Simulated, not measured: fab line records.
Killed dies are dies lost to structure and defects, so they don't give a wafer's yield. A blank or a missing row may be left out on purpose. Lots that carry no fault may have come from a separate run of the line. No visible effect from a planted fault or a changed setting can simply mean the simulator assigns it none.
One fault through the eyes of 3 desks | flow n5-finfet | each desk has only its own numbers; what lay behind them comes last

== THE TOOL OWNER'S DESK: rie-diel-05 ==
The tool's own readings at N5_SD_EPI_N_DESCUM_14 (chemistry O2, time 7.9 s): means of the sampled wafers that have a number, for each lot that ran on this tool. Any lot whose mean is over 4 standard deviations away from the usual mean is out of limits and marked OUT; that distance is given in the brackets.
Columns: A = drypump-motor-current-A at N5_SD_EPI_N_DESCUM_14, usual 5.5 A; B = oes-product-au at N5_SD_EPI_N_DESCUM_14, usual 0.84 a.u.; C = rf-vpp-V at N5_SD_EPI_N_DESCUM_14, usual 243.2 V; D = showerhead-plenum-p-Torr at N5_SD_EPI_N_DESCUM_14, usual 2.08 Torr; E = throttle-valve-pct at N5_SD_EPI_N_DESCUM_14, usual 20.36 %
lot  | first seen here | A   | B    | C     | D    | E
L669 | day 6 07:46     | 5.7 | 0.85 | 243.7 | 2.13 | 20.23
L671 | day 6 18:32     | 5.3 | 0.88 | 243.6 | 2.10 | 20.13
L672 | day 7 00:31     | 5.3 | 0.88 | 243.2 | 2.10 | 20.12
This desk's finding: nothing out of limits on any of the 3 lots.

== THE METROLOGY DESK ==
What the gauges read, lot by lot, whatever tool the lot ran on: means of the sampled wafers that have a number. Any lot whose mean is over 4 standard deviations away from the usual mean is out of limits and marked OUT; that distance is given in the brackets. Of its 12 readings 7 are shown: those that lie furthest out on some lot.
Columns: A = DIBL_N at N5_BEOL_M4_RC_MEAS_101, usual 36.4 mV/V; B = DIBL_P at N5_BEOL_M4_RC_MEAS_101, usual 35.8 mV/V; C = IOFF_N at N5_BEOL_M4_RC_MEAS_101, usual 0.158 nA/um; D = ION_N at N5_BEOL_M4_RC_MEAS_101, usual 676 uA/um; E = ION_P at N5_BEOL_M4_RC_MEAS_101, usual 465 uA/um; F = SS_P at N5_BEOL_M4_RC_MEAS_101, usual 73.4 mV/dec; G = VT_N at N5_BEOL_M4_RC_MEAS_101, usual 249.8 mV
lot  | first seen here | A    | B    | C     | D   | E   | F    | G
L661 | day 4 02:35     | 37.6 | 38.0 | 0.168 | 672 | 462 | 74.2 | 249.9
L669 | day 6 07:40     | 36.3 | 36.0 | 0.147 | 661 | 453 | 73.1 | 250.9
L671 | day 6 18:27     | 36.0 | 35.7 | 0.181 | 694 | 474 | 73.4 | 244.9
L672 | day 7 00:25     | 36.8 | 35.7 | 0.170 | 683 | 460 | 73.6 | 248.1
L679 | day 8 15:53     | 37.1 | 37.7 | 0.164 | 679 | 467 | 73.7 | 249.4
L680 | day 8 20:11     | 32.5 | 32.4 | 0.121 | 674 | 468 | 72.4 | 253.3
This desk's finding: nothing out of limits on any of the 6 lots.

== THE DEFECT DESK ==
Counts from the inspections along the route, per lot, as means over the sampled wafers that have a number. Any lot whose mean is over 4 standard deviations away from the usual mean is out of limits and marked OUT; that distance is given in the brackets.
Columns: A = raw-defect-count at N5_SPACER0_INSPECT_04, usual 129; B = raw-defect-count at N5_SD_EPI_N_INSPECT_11, usual 2.1
lot  | first seen here | A   | B
L661 | day 4 02:19     | 116 | 1.5
L669 | day 6 07:24     | 116 | 2.3
L671 | day 6 18:03     | 101 | 1.7
L672 | day 7 00:01     | 142 | 3.3
L679 | day 8 15:29     | 159 | 1.3
L680 | day 8 19:55     | 102 | 1.7
This desk's finding: nothing out of limits on any of the 6 lots.

== ALL TOGETHER ==
The tool owner's desk saw nothing out of limits.
Nothing out of limits was seen by the metrology desk.
Nothing out of limits was seen by the defect desk.

== WHAT THE SIMULATOR HAD PUT IN ==
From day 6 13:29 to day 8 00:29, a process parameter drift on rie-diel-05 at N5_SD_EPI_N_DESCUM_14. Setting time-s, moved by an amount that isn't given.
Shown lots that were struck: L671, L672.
